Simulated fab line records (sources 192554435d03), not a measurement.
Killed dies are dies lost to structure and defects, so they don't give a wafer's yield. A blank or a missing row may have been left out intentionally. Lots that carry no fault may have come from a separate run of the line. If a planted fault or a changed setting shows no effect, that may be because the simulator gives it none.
8D (eight disciplines) problem report, filled in by code    flow n5 finfet    the parts of the form that need people (team, actions taken, sign-off) are left out

1. WHAT IS WRONG
etch rf on time s at N5_HKMG_FIN_ETCH_54 reads a mean of 51.0 s on 4 wafers of 3 lots; wafers without a fault read 76.1 s with a standard deviation of 1.3. Relative to the usual mean, that is a shift of -19 standard deviations.
The step: etches SiARC in CF4, target depth 45.5 nm, time 75.8 s.
First seen on wafer L293.3, day 7 20:21, on rie diel-01. The record holds 27 wafers of 10 lots with a number at this step. Rule for "out" (also "out of limits"): further than 4 standard deviations from the usual mean. The rest of the wafers with a number are treated as sound.

2. WHAT IT IS, WHAT IT ISN'T
question                     is                              is not
which readings at this step  etch rf on time s               cf4 flow sccm, drypump motor current A, rf vpp V, showerhead plenum p Torr, throttle valve pct
which lots                   L293, L295, L296                L280, L281, L285, L291, L298, L300, L301
which wafers of those lots   L293.3, L295.3, L295.6, L296.6  L293.1, L296.1
read on which tools          rie diel-01                     rie diel-05, rie diel-06
when                         from day 7 20:21                up to then (13 sound wafers); but 10 sound wafers of L296, L298, L300, L301 came after

3. SUSPECTS, AND WHAT RULES EACH OUT
Counting: a tool at a process step up to the reading stays a suspect if it ran every lot that is out. Sound lots after the first of them don't rule it out here, since some wafers of a struck lot are sound.
- rtp anneal-01 at N5_HKMG_FIN_HK_ANNEAL_02 (time 30 s): kept. It processed each lot that is out (first: L293, day 7 19:28); up to then, its last sound lot is L291 (day 7 05:33).
- rie diel-01 at N5_HKMG_FIN_ETCH_54 (etches SiARC in CF4, target depth 45.5 nm, time 75.8 s): kept. It processed each lot that is out (first: L293, day 7 20:21); up to then, its last sound lot is L285 (day 5 17:05). Its own etch rf on time s readings are out on those wafers.
- Within rie diel-01 at N5_HKMG_FIN_ETCH_54: the wafers that are out ran in chambers 0, 2; their sound lot-mates ran in chamber 1.
Remaining after the count are rtp anneal-01 at N5_HKMG_FIN_HK_ANNEAL_02 and rie diel-01 at N5_HKMG_FIN_ETCH_54.

4. THE CAUSE (what the simulator had put in)
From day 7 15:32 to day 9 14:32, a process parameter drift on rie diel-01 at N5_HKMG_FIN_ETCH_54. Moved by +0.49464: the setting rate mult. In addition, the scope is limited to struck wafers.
Counting leaves 2 suspects; this tool is one of them.

5. THE CHAIN OF EFFECTS, in route order
Each row: a reading where the mean over the struck wafers with a number is more than 3 standard deviations away from the usual. Only readings whose record carries a usual standard deviation are examined. hours: median over the lots of the time between each lot's start at the first step of this table that gives one and its start at this step. sigmas: the change, counted in usual standard deviations.
hours  step                 reading            usual   on struck wafers  change  sigmas
0      N5_HKMG_FIN_ETCH_54  etch rf on time s  76.1 s  51.0              -25.1   -19
Here are the process steps it includes:
- N5_HKMG_FIN_ETCH_54: etches SiARC in CF4, target depth 45.5 nm, time 75.8 s.
Later steps that measure or inspect, where all struck wafers having a row at the step show a number for every such reading and not one has moved that far: N5_BEOL_M4_RC_MEAS_101.

6. HOW IT WOULD HAVE BEEN CAUGHT EARLIER
5 hours passed between the start of the fault at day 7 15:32 and the first reading out of limits in this record, taken at day 7 20:21.
